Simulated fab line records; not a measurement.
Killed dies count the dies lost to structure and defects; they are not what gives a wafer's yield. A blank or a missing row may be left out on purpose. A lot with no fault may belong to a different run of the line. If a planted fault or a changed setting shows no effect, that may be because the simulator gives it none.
What tool caused it? ; flow nand_harc ; 21 wafers from 7 lots sampled at 4 of the route's 1159 steps

== WHAT THE GAUGES READ, wafer by wafer ==
NHARC_A_M1_CD_MEAS_09 targets a cd of 120 nm.
lot;measured;on;cd_nm (nm)
L928;day 17 22:43;cd_sem-02;120.6 120.1 118.5
L925;day 18 01:18;cd_sem-02;119.4 119.1 120.8
L926;day 19 01:04;cd_sem-01;118.7 119.2 119.6
L932;day 19 21:38;cd_sem-01;119.3 119.6 119.2
L933;day 20 04:25;cd_sem-01;119.8 118.9 119.4
L938;day 21 01:25;cd_sem-02;118.7 119.4 119.8
L948;day 23 10:49;cd_sem-01;119.8 119.1 36.1

== EACH LOT AND THE TOOL THAT RAN IT (in order: tool; ch and the chambers of the sampled wafers; start) ==
lot;NHARC_A_M0_DEGAS_28;NHARC_A_M0_DEP_32;NHARC_A_M1_PEB_07
L928;pvd_sputter-03, day 17 19:46;pecvd-02 ch 1,2, day 17 21:29;litho_track-01 ch 0, day 17 22:38
L925;pvd_sputter-03, day 17 22:22;pecvd-01 ch 1,2, day 18 00:11;litho_track-04 ch 0, day 18 01:13
L926;pvd_sputter-03, day 18 17:38;pecvd-04 ch 0,1, day 18 23:57;litho_track-04 ch 0, day 19 00:59
L932;pvd_sputter-01, day 19 18:50;pecvd-04 ch 0,1,2, day 19 20:32;litho_track-04 ch 0, day 19 21:33
L933;pvd_sputter-01, day 20 01:26;pecvd-02 ch 0,1, day 20 03:14;litho_track-04 ch 0, day 20 04:21
L938;pvd_sputter-03, day 20 22:26;pecvd-01 ch 0,1,2, day 21 00:13;litho_track-04 ch 0, day 21 01:20
L948;pvd_sputter-02, day 23 07:37;pecvd-02 ch 1,2, day 23 09:36;litho_track-01 ch 0, day 23 10:44
- NHARC_A_M0_DEGAS_28: time 60 s.
- NHARC_A_M0_DEP_32: deposits SiCN, target thk 30 nm.
- NHARC_A_M1_PEB_07: peb time 65 s.

== THE ANSWER, worked out from the rows above alone ==
Rule: the lots themselves supply what counts as usual. The widest of any qualifying gaps counts: lots, ordered by their means at a reading, are off when they make up no more than a third of the lots, leave a main group of 4 or more, and stand apart from it by 3 or more times the standard deviation of that group's means. Not used: any main group whose means are identical at the precision the tables above print for the reading. Also off: a lot with no number at a reading for which 4 or more lots have one. The other lots that the step has rows for count as sound.
Off: L948, at NHARC_A_M1_CD_MEAS_09 (cd_nm). Main group: mean 119.5 nm, sd 0.22.
If a tool, at a process step before that reading, ran all the lots that are off and no sound lot after the first of them, it fits. Those tools and the gauges at NHARC_A_M1_CD_MEAS_09 are tried in the same way. Can't be told from this: 4 tools fit, pvd_sputter-02 at NHARC_A_M0_DEGAS_28, pecvd-02 at NHARC_A_M0_DEP_32, litho_track-01 at NHARC_A_M1_PEB_07, cd_sem-01 at NHARC_A_M1_CD_MEAS_09.

== WHAT THE SIMULATOR PUT IN ==
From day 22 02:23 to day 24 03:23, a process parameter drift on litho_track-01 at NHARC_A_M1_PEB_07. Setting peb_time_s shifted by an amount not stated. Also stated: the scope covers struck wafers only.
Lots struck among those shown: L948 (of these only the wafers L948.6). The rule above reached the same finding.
